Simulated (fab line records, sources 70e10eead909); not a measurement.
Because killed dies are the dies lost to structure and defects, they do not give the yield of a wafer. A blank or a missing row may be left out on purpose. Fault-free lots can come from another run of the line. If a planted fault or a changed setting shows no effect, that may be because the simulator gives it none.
Problem report in the 8D (eight disciplines) form, filled by code ; flow nandHarc ; the parts of the form that need people (team, actions taken, sign-off) are left out

## 1. THE ISSUE
Mean of developerTempC at NHARC_A_M0_DEVELOP_08: 22.00 C across 6 wafers in 2 lots; on wafers with no fault it is 22.99 C (standard deviation 0.11). Measured from the usual mean, that is -9.0 standard deviations.
The step: develop time 35 s.
First seen on wafer L135.3, day 21 11:00, on lithoTrack-01. Wafers with a number at this step in the record: 33, from 11 lots. The rule behind "out" and "out of limits": a value lying over 4 standard deviations away from the usual mean. All remaining wafers that have a number are taken as sound.

## 2. WHAT THIS IS AND IS NOT
question;is;is not
which readings at this step;developerTempC;-
which lots;L135, L140;L122, L123, L125, L127, L128, L130, L132, L134, L137
which wafers of those lots;all that have a number;-
read on which tools;lithoTrack-01;lithoTrack-04, lithoTrack-06
when;from day 21 11:00;up to then (27 sound wafers)

## 3. THE SUSPECTS, EACH WITH WHAT RULES IT OUT
Counting: a tool at any process step up to the reading remains a suspect when it ran all the lots that are out and ran no sound lot after the first of those.
- aldMetal-03 at NHARC_A_BLC_ALD_23 (deposits TiN, target thk 3 nm, pulse time 1 s, ald cycles 150): kept. It ran every lot that is out, first L135 (day 21 07:23), and no sound lot after that; its last sound lot up to then is L134 (day 20 10:37).
- lithoTrack-01 at NHARC_A_M0_DEVELOP_08 (develop time 35 s): kept. It ran every lot that is out, first L135 (day 21 11:00), and no sound lot after that; its last sound lot up to then is L137 (day 21 11:00). Its own developerTempC readings are out on those wafers.
What counting leaves: aldMetal-03 at NHARC_A_BLC_ALD_23 and lithoTrack-01 at NHARC_A_M0_DEVELOP_08.

## 4. THE CAUSE (what the simulator had put in)
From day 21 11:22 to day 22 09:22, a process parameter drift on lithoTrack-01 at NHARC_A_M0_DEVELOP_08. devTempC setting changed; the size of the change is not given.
Of the 2 suspects that counting leaves, this tool is one.

## 5. SEQUENCE OF EFFECTS, ordered by route
Each row: a reading whose mean over the struck wafers that have a number lies more than 3 standard deviations from the usual. Only readings for which the record gives a usual standard deviation are gone through. hours: the time from each lot's start at the first step in this table that gives one to its start at this step, as a median over the lots. sigmas: the change in usual standard deviations.
hours;step;reading;usual;on struck wafers;change;sigmas
0;NHARC_A_M0_DEVELOP_08;developerTempC;22.99 C;22.00;-0.99;-9.0
Its process steps:
- NHARC_A_M0_DEVELOP_08: develop time 35 s.
Later measuring or inspecting steps at which every struck wafer that the step has a row for has a number for every such reading, and none has moved that far: NHARC_END_SORT_01.

## 6. HOW IT WOULD HAVE BEEN CAUGHT EARLIER
In this record the first reading out of limits was taken at day 21 11:00.
